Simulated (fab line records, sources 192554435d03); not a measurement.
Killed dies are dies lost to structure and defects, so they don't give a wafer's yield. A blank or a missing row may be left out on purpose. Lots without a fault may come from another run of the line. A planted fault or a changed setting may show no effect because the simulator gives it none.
A struck lot beside a sound one | flow n5_finfet | 42 steps out of a route of 1938
Sound: wafers L550.3, L550.4, L550.6. Struck: wafer L556.5. (L556.4 of the same lot was not struck and is left out.) The cause comes at the end.
At each step with rows: each side's tool, then ch and its chambers, then its first start. Under that, the readings that differ: sound wafers | struck wafers | difference of the means | sigmas: that difference in standard deviations of wafers without a fault.
alike: readings whose means differ by less than 2 such deviations, and words and numbers that are the same on both sides. not compared: withheld readings, readings that some wafer has no value for, bounds like >300 that may hide the same value, and numbers for which the record gives no deviation and whose values overlap.
The two part at a step that has a row with sigmas, a row that says differs or no value, or rows on one side only. Numbers that don't overlap but have no deviation are shown without sigmas and don't part them. A reading that every wafer of one side lacks parts them only if that side has two wafers or more.

N5_PMOS_HMC_CHANNEL_EPI_OVL_MEAS_10:
  sound on overlay-01 ch 0, day 3 00:44; struck on overlay-02 ch 0, day 4 12:04
  alike: PMOS_HMC_BLK_OVL
N5_PMOS_HMC_CHANNEL_EPI_INSPECT_11: inspects for defects (macro).
  sound on defect_inspect-02, day 3 00:46; struck on defect_inspect-01, day 4 12:05
  alike: raw_defect_count
then, 3 steps without rows for these wafers: N5_PMOS_HMC_CHANNEL_EPI_DESCUM_14 (chemistry O2, time 7.9 s); N5_PMOS_HMC_CHANNEL_EPI_ETCH_32 (etches BARC in N2/H2, stops on SiO2, target depth 85.8 nm, time 50.3 s); N5_PMOS_HMC_CHANNEL_EPI_HM_OPEN_15 (chemistry CHF3/O2, target SiO2, target depth 40.6 nm, time 20.3 s).
N5_PMOS_HMC_CHANNEL_EPI_STRIP_33: strips in N2/H2.
  sound on rie_diel-02 ch 1,2, day 3 00:56; struck on rie_diel-04 ch 1, day 4 12:15
  reading               | sound          | struck | difference | sigmas
  oes_product_au (a.u.) | 0.78 0.68 0.79 | 0.95   | +0.20      | +2
  alike: drypump_motor_current_A, rf_vpp_V, showerhead_plenum_p_Torr, throttle_valve_pct
  not compared: rf_hours_counter_h
then, 6 steps without rows for these wafers: N5_PMOS_HMC_CHANNEL_EPI_STRIP_17 (strips in SPM, time 750 s); N5_PMOS_HMC_CHANNEL_EPI_ETCH_38 (etches SiO2 in CF4, target depth 1.5 nm); N5_PMOS_HMC_CHANNEL_EPI_FIN_RECESS_16 (chemistry HBr/Cl2, target Si, target depth 54 nm, time 18 s); N5_PMOS_HMC_CHANNEL_EPI_PRECLEAN_36 (cleans in O3/DIW, time 45 s); N5_PMOS_HMC_CHANNEL_EPI_PRECLEAN_18 (cleans in DHF, time 30 s); N5_PMOS_HMC_CHANNEL_EPI_SRD_19 (time 30 s).
N5_PMOS_HMC_CHANNEL_EPI_EPI_20: deposits SiGe30, target thk 59 nm.
  sound on epi_rpcvd-03 ch 0, day 3 01:52; struck on epi_rpcvd-03 ch 0, day 4 13:23
  reading                                                 | sound            | struck | difference | sigmas
  model.SiGe30_of_PMOS_HMC_CHANNEL_EPI_EPI_20.thk_nm (nm) | 59.34 58.82 59.5 | 39.79  | -19.43     |
then, 2 steps without rows for these wafers: N5_PMOS_HMC_CHANNEL_EPI_HM_STRIP_35 (strips SiO2 in dHF, material SiO2, target depth 39.6 nm, time 216 s); N5_PMOS_HMC_CHANNEL_EPI_SRD_39 (time 30 s).
N5_PMOS_HMC_CHANNEL_EPI_CMP_21: polishes SiGe30, target thk 54 nm.
  sound on cmp-02 ch 1,2,3, day 3 02:53; struck on cmp-03 ch 1, day 4 14:17
  alike: motor_current_A
N5_PMOS_HMC_CHANNEL_EPI_THK_MEAS_22:
  sound on film_metro-02, day 3 03:11; struck on film_metro-01, day 4 14:35
  reading          | sound          | struck | difference | sigmas
  HMC_CMP_THK (nm) | 53.0 52.2 51.3 | 39.7   | -12.5      | -11
then, 1 step without rows for these wafers: N5_PMOS_HMC_CHANNEL_EPI_PRECLEAN_40 (cleans in DHF, time 30 s).
N5_PMOS_HMC_CHANNEL_EPI_PRECLEAN_37: cleans in O3/DIW, time 45 s.
  sound on wet_bench-01 ch 1,4,5, day 3 03:13; struck on wet_bench-06 ch 3, day 4 14:37
  reading                                                 | sound            | struck | difference | sigmas
  model.SiGe30_of_PMOS_HMC_CHANNEL_EPI_EPI_20.thk_nm (nm) | 53.2 53.35 53.02 | 39.02  | -14.17     |
then, 2 steps without rows for these wafers: N5_PMOS_HMC_CHANNEL_EPI_PRECLEAN_24 (cleans in DHF, time 30 s); N5_PMOS_HMC_CHANNEL_EPI_SRD_25 (time 30 s).
N5_PMOS_HMC_CHANNEL_EPI_EPI_26: deposits Si from SiH4/H2, target thk 3.8 nm, time 22.7 s.
  sound on epi_rpcvd-02 ch 0, day 3 03:23; struck on epi_rpcvd-01 ch 0, day 4 14:50
  alike: throttle_valve_pct
N5_PMOS_HMC_CHANNEL_EPI_INSPECT_30: inspects for defects (darkfield).
  sound on defect_inspect-01, day 3 03:40; struck on defect_inspect-02, day 4 15:04
  reading          | sound    | struck | difference | sigmas
  raw_defect_count | 19 14 17 | 33     | +16        | +2
then, 4 steps without rows for these wafers: N5_FIN_SAQP_PRECLEAN_42 (cleans in O3/DIW, time 60 s); N5_FIN_SAQP_PRECLEAN_00 (cleans in SC1, time 60 s); N5_FIN_SAQP_PRECLEAN_44 (cleans in SC2, time 45 s); N5_FIN_SAQP_SRD_01 (time 30 s).
N5_FIN_SAQP_ALD_61: deposits SiO2, target thk 4 nm, pulse time 1 s, purge time 2 s.
  sound on ald_sin-02 ch 0,1,2, day 3 03:47; struck on ald_sin-02 ch 2, day 4 15:16
  alike: heater_power_w, precursor_pulse_height_rel
  not compared: since_wet_clean_h
then, 2 steps without rows for these wafers: N5_FIN_SAQP_DENSIFY_62 (time 60 s); N5_FIN_SAQP_HM_DEP_03 (deposits SiNx from SiH4/NH3/N2, target thk 38 nm, time 33.6 s).
N5_FIN_SAQP_THK_MEAS_05:
  sound on film_metro-01, day 3 04:19; struck on film_metro-02, day 4 15:56
  alike: thk_nm
then, 2 steps without rows for these wafers: N5_FIN_SAQP_PECVD_47 (deposits a-Si from SiH4/He, target thk 45 nm, time 36.3 s); N5_FIN_SAQP_PECVD_48 (deposits SiNx from SiH4/NH3/N2, target thk 25 nm, time 22.1 s).
N5_FIN_SAQP_PECVD_06: deposits a-Si from SiH4/He, target thk 60 nm, time 48.1 s.
  sound on pecvd-02 ch 0,2, day 3 04:30; struck on pecvd-02 ch 1, day 4 16:05
  reading                | sound          | struck | difference | sigmas
  throttle_valve_pct (%) | 16.5 17.5 17.4 | 19.4   | +2.3       | +3
  alike: heater_power_w, rf_fwd_power_W, showerhead_plenum_p_Torr
  not compared: since_wet_clean_h
N5_FIN_SAQP_THK_MEAS_07:
  sound on film_metro-02, day 3 04:35; struck on film_metro-01, day 4 16:09
  alike: thk_nm
then, 6 steps without rows for these wafers: N5_FIN_SAQP_HM_DEP_72 (deposits SiO2 from SiH4/N2O, target thk 12 nm, time 7.2 s); N5_FIN_SAQP_COAT_49 (time 60 s, resist thk 100 nm); N5_FIN_SAQP_COAT_50 (time 60 s, resist thk 35 nm); N5_FIN_SAQP_COAT_10 (resist thk 90 nm); N5_FIN_SAQP_EBR_12; N5_FIN_SAQP_SOFTBAKE_11 (time 60 s).
-- the record jumps here: 6 days lie between the struck wafers' starts before and after (it left off in module FIN_SAQP and takes up again in module BEOL_M4, whose first step shown is number 1111 of the route) --
N5_BEOL_M4_RC_MEAS_101:
  sound on prober-01 ch 0, day 9 04:04; struck on prober-01 ch 0, day 11 02:14
  reading             | sound                     | struck  | difference | sigmas
  CJ_P                | 6.08 6.23 6.38            | 4.79    | -1.44      | -6
  DIBL_P (mV/V)       | 36.5 36.7 35.7            | 66.3    | +30.0      | +12
  IOFF_P (nA/um)      | 0.22 0.22 0.21            | 3.23    | +3.01      | +70
  IOFF_P_85C (nA/um)  | 3.9 3.9 3.8               | 36.3    | +32.4      | +52
  IOFF_P_LIN (nA/um)  | 0.103 0.106 0.104         | 0.170   | +0.066     | +4
  IOFF_P_LONG (nA/um) | 0.000111 0.000119 0.00012 | 7.5e-05 | -4.2e-05   | -7
  ION_P (uA/um)       | 450 462 461               | 357     | -101       | -11
  REXT_P (ohm.um)     | 97.6 97.4 97.3            | 114.1   | +16.7      | +6
  RS_NWELL (ohm/sq)   | 1044 1038 1036            | 1066    | +27        | +4
  SS_P (mV/dec)       | 74.1 73.4 72.9            | 101.3   | +27.8      | +38
  VT_P_LONG (mV)      | -273.3 -272.5 -272.6      | -283.3  | -10.5      | -5
  alike: DIBL_N, IOFF_N, ION_N, SS_N, VT_N, VT_P

WHERE THEY PART
First at N5_PMOS_HMC_CHANNEL_EPI_STRIP_33; last, within this record, at N5_BEOL_M4_RC_MEAS_101.

WHY: what the simulator had put in
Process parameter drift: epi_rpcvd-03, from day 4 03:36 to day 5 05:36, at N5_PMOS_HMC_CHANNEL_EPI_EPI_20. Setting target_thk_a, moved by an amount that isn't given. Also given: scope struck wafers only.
